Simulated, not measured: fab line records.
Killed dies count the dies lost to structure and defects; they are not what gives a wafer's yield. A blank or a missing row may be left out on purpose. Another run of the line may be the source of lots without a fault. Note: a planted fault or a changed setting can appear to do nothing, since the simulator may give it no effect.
3 desks looking at one fault ; flow n5 finfet ; every desk sees just its own numbers, and what lay behind them comes last

AT THE TOOL OWNER'S DESK: rie metal-01
The tool's own readings at N5_BEOL_M9_HM_OPEN_17 (chemistry Cl2/BCl3, target TiN, target depth 20 nm, overetch 6 nm): means of the sampled wafers that have a number, for each lot that ran on this tool. If a lot's mean is further than 4 standard deviations from the usual mean, the lot is out of limits and carries the mark OUT (the distance appears in the brackets).
Columns: A = bcl3 flow sccm at N5_BEOL_M9_HM_OPEN_17, usual 21.76 sccm; B = drypump motor current A at N5_BEOL_M9_HM_OPEN_17, usual 5.7 A; C = oes product au at N5_BEOL_M9_HM_OPEN_17, usual 0.67 a.u.; D = throttle valve pct at N5_BEOL_M9_HM_OPEN_17, usual 22.17 %
lot;first seen here;A;B;C;D
L204;day 12 20:59;21.79;5.9;0.67;22.23
L206;day 13 11:58;21.77;6.3;0.70;22.25
L216;day 16 02:40;21.82;6.1;0.67;22.24
This desk's verdict: no lot among the 3 shows anything out of limits.

THE DEFECT DESK
What the inspections along the route counted, lot by lot: means of the sampled wafers that have a number. If a lot's mean is further than 4 standard deviations from the usual mean, the lot is out of limits and carries the mark OUT (the distance appears in the brackets).
Columns: A = raw defect count at N5_BEOL_M9_INSPECT_13, usual 430
lot;first seen here;A
L193;day 9 23:22;416
L204;day 12 20:40;400
L206;day 13 11:38;500
L209;day 13 23:52;485
L210;day 14 08:08;325
L216;day 16 02:21;404
This desk's verdict: no lot among the 6 shows anything out of limits.

METROLOGY DESK
What the gauges read for every lot (on any tool): the sampled wafers with a number, averaged. If a lot's mean is further than 4 standard deviations from the usual mean, the lot is out of limits and carries the mark OUT (the distance appears in the brackets).
Columns: A = cd nm at N5_BEOL_M9_CD_MEAS_11, usual 64.1 nm; B = M9_OVL at N5_BEOL_M9_OVL_MEAS_12, usual 0.1 nm
lot;first seen here;A;B
L193;day 9 23:18;63.7;0.1
L204;day 12 20:37;64.2;0.2
L206;day 13 11:35;64.2;1.1
L209;day 13 23:49;63.8;-0.4
L210;day 14 08:05;63.9;0.1
L216;day 16 02:18;64.1;0.3
This desk's verdict: no lot among the 6 shows anything out of limits.

TAKEN TOGETHER
Nothing out of limits was seen by the tool owner's desk.
The defect desk saw nothing out of limits.
At the metrology desk, nothing out of limits was observed.

WHAT THE SIMULATOR HAD INSERTED
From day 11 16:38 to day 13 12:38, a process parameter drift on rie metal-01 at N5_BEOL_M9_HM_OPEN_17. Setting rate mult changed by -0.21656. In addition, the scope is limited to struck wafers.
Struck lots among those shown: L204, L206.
